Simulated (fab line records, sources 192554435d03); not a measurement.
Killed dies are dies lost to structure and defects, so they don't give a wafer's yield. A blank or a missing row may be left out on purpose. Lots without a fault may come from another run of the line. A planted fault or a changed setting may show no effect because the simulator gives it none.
Split-lot experiment | flow n5_finfet | 7 lots, 39 wafers read, on a route of 1938 steps

THE SPLIT
At N5_HKMG_FIN_ETCH_58 (etches SOC in N2/H2, target depth 215.8 nm, time 741 s), the setting target_depth_a was moved away from the recipe's 2158 angstrom on 15 of the 39 wafers read, by -10.2% to +10.4%. The other wafers ran this setting at the recipe's value.

The reading is taken at the split's own step.

THE READING
SOC_of_HKMG_FIN_COAT_41.thk_nm (the simulator's own value, which no gauge read), in nm, at N5_HKMG_FIN_ETCH_58 (etches SOC in N2/H2, target depth 215.8 nm, time 741 s). The file gives no usual value for it. The 24 wafers here that ran the recipe average 86.4 nm, standard deviation 3.8 nm.

wafer  | tool, chamber at the split | target_depth_a as run, angstrom | against the recipe | SOC_of_HKMG_FIN_COAT_41.thk_nm, nm | against lot-mates on the recipe
L076.1 | rie_diel-05, 3             | 2070                            | -4.1%              | 101                                | +13.2
L076.2 | rie_diel-05, 2             | 2070                            | -4.1%              | 96.2                               | +8.4
L076.3 | rie_diel-05, 0             | 2158                            | recipe             | 88.6                               | -
L076.4 | rie_diel-05, 1             | 2158                            | recipe             | 86.6                               | -
L076.5 | rie_diel-05, 0             | 2158                            | recipe             | 88.2                               | -
L076.6 | rie_diel-05, 1             | 2070                            | -4.1%              | 97.4                               | +9.6
L078.1 | rie_diel-05, 3             | 2329                            | +7.9%              | 70                                 | -14.1
L078.2 | rie_diel-05, 2             | 2158                            | recipe             | 83                                 | -
L078.3 | rie_diel-05, 1             | 2158                            | recipe             | 84.8                               | -
L078.4 | rie_diel-05, 0             | 2329                            | +7.9%              | 67.4                               | -16.7
L078.5 | rie_diel-05, 2             | 2158                            | recipe             | 84.6                               | -
L078.6 | rie_diel-05, 3             | 2329                            | +7.9%              | 72                                 | -12.1
L082.1 | rie_diel-02, 1             | 2158                            | recipe             | 91.6                               | -
L082.2 | rie_diel-02, 0             | 2158                            | recipe             | 87.6                               | -
L082.5 | rie_diel-02, 1             | 2158                            | recipe             | 94.4                               | -
L086.1 | rie_diel-05, 2             | 2327                            | +7.8%              | 69.2                               | -19.2
L086.2 | rie_diel-05, 1             | 2158                            | recipe             | 88.2                               | -
L086.3 | rie_diel-05, 3             | 2158                            | recipe             | 89.6                               | -
L086.4 | rie_diel-05, 0             | 2327                            | +7.8%              | 70.8                               | -17.6
L086.5 | rie_diel-05, 0             | 2158                            | recipe             | 87.4                               | -
L086.6 | rie_diel-05, 3             | 2327                            | +7.8%              | 73                                 | -15.4
L091.1 | rie_diel-05, 0             | 1938                            | -10.2%             | 108.6                              | +23.3
L091.2 | rie_diel-05, 2             | 2158                            | recipe             | 84.2                               | -
L091.3 | rie_diel-05, 3             | 1938                            | -10.2%             | 111                                | +25.7
L091.4 | rie_diel-05, 2             | 1938                            | -10.2%             | 105.6                              | +20.3
L091.5 | rie_diel-05, 0             | 2158                            | recipe             | 83.2                               | -
L091.6 | rie_diel-05, 3             | 2158                            | recipe             | 88.6                               | -
L093.1 | rie_diel-04, 1             | 2383                            | +10.4%             | 62                                 | -19.8
L093.2 | rie_diel-04, 0             | 2158                            | recipe             | 86.2                               | -
L093.3 | rie_diel-04, 2             | 2158                            | recipe             | 79.2                               | -
L093.4 | rie_diel-04, 3             | 2158                            | recipe             | 80                                 | -
L093.5 | rie_diel-04, 3             | 2383                            | +10.4%             | 57.4                               | -24.4
L093.6 | rie_diel-04, 0             | 2383                            | +10.4%             | 62.8                               | -19.0
L094.1 | rie_diel-05, 3             | 2158                            | recipe             | 89.2                               | -
L094.2 | rie_diel-05, 1             | 2158                            | recipe             | 78.4                               | -
L094.3 | rie_diel-05, 2             | 2158                            | recipe             | 84.6                               | -
L094.4 | rie_diel-05, 0             | 2158                            | recipe             | 88                                 | -
L094.5 | rie_diel-05, 3             | 2158                            | recipe             | 90.6                               | -
L094.6 | rie_diel-05, 2             | 2158                            | recipe             | 86.8                               | -

THE FIT
A straight line over all 39 wafers: SOC_of_HKMG_FIN_COAT_41.thk_nm changes by -2.25 nm for each +1% of target_depth_a; r = -0.96; the points scatter about the line by 3.5 nm.
The same after taking each lot's own level away (the mean of its wafers on the recipe; 39 wafers): -2.13 nm for each +1%; r = -0.97; scatter 2.7 nm.
On that fit, the largest move of target_depth_a shifts the reading by 22 nm.
The lots' own levels span 81.80 to 91.20 nm, that is 2.5 times the standard deviation above.
So the lot-to-lot level changes the slope little: the two slopes agree.
Check: with one of the wafers moved furthest among these (+10.4%) left out of the fit, the line predicts -22 nm for it against its lot-mates. It came out at -19.8 nm against them.

THE WHOLE CHAIN: every reading that the file lists as answering this split, in the file's order
step                | what it does                                           | reading                                                                         | change (the file's fit)              | r (the file's)
N5_HKMG_FIN_ETCH_58 | etches SOC in N2/H2, target depth 215.8 nm, time 741 s | etch.depth_nm (the simulator's own value, which no gauge read)                  | +2.1 nm for each +1% of the setting  | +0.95
N5_HKMG_FIN_ETCH_58 | etches SOC in N2/H2, target depth 215.8 nm, time 741 s | HKMG_FIN.feature_depth_nm (the simulator's own value, which no gauge read)      | +2.11 nm for each +1% of the setting | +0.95
N5_HKMG_FIN_ETCH_58 | etches SOC in N2/H2, target depth 215.8 nm, time 741 s | SOC_of_HKMG_FIN_COAT_41.thk_nm (the simulator's own value, which no gauge read) | -2.11 nm for each +1% of the setting | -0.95

THE FILE'S OWN FIT
SOC_of_HKMG_FIN_COAT_41.thk_nm changes by -2.11 nm for each +1% of target_depth_a, r = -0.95.
